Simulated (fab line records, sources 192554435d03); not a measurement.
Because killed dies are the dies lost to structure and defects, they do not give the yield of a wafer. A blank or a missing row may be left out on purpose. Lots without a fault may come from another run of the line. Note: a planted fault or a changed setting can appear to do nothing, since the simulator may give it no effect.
Matching of chambers    flow n5 finfet    ald metal-01 running N5_BEOL_M1_ALD_84: 4 sister chambers
The step deposits TaN, pulse time 2 s, purge time 3 s, co reactant purge time 2 s. 18 wafers are shown with their chamber, then 9 later ones without.

## WAFERS PAIRED WITH THEIR CHAMBERS
wafer   chamber  heater power w (W)  mfc carrier sccm (sccm)
L077.1  3        402                 1491
L077.4  0        424                 1495
L077.5  1        391                 1501
L076.1  1        387                 1505
L076.4  0        426                 1502
L076.5  1        381                 1501
L078.1  2        347                 1508
L078.3  1        390                 1502
L078.4  0        425                 1499
L082.3  2        340                 1501
L082.4  3        400                 1494
L082.6  2        339                 1499
L083.2  0        419                 1501
L083.4  1        386                 1483
L083.6  2        335                 1502
L084.1  1        386                 1500
L084.4  0        417                 1497
L084.6  1        392                 1502

SIGNATURES (means of the wafers above)
reading           chamber 0  chamber 1  chamber 2  chamber 3  scatter within a chamber
heater power w    422.20     387.57     340.25     401.00     4.01
mfc carrier sccm  1498.80    1499.14    1502.50    1492.50    5.35
Rule: a wafer's distance from a chamber is the root of the sum, over the readings, of the square of ((its reading less the chamber's mean) divided by the reading's scatter). The wafer belongs to the nearest chamber; if the next one is less than 2 further off, it can't be placed. How the scatter is found: for the shown wafers, subtract from each reading the mean of its chamber, square and add these, divide the total by (wafers less chambers), then take the root.

## WAFERS WITHOUT THEIR CHAMBER
wafer   heater power w (W)  mfc carrier sccm (sccm)
L088.1  438                 1497
L088.3  406                 1502
L088.6  387                 1500
L092.1  395                 1494
L092.2  349                 1505
L092.6  388                 1497
L093.1  384                 1504
L093.4  424                 1495
L093.6  387                 1502

## EACH ONE'S CHAMBER
wafer   from the rows above      in truth
L088.1  0                        0
L088.3  can't be placed: 3 or 0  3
L088.6  1                        1
L092.1  can't be placed: 3 or 1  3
L092.2  2                        2
L092.6  1                        1
L093.1  1                        1
L093.4  0                        0
L093.6  1                        1
Correctly placed: 7 of 9. From these rows, 2 cannot be placed; in 2 the true chamber is one of the candidates. 0 placed wrongly.
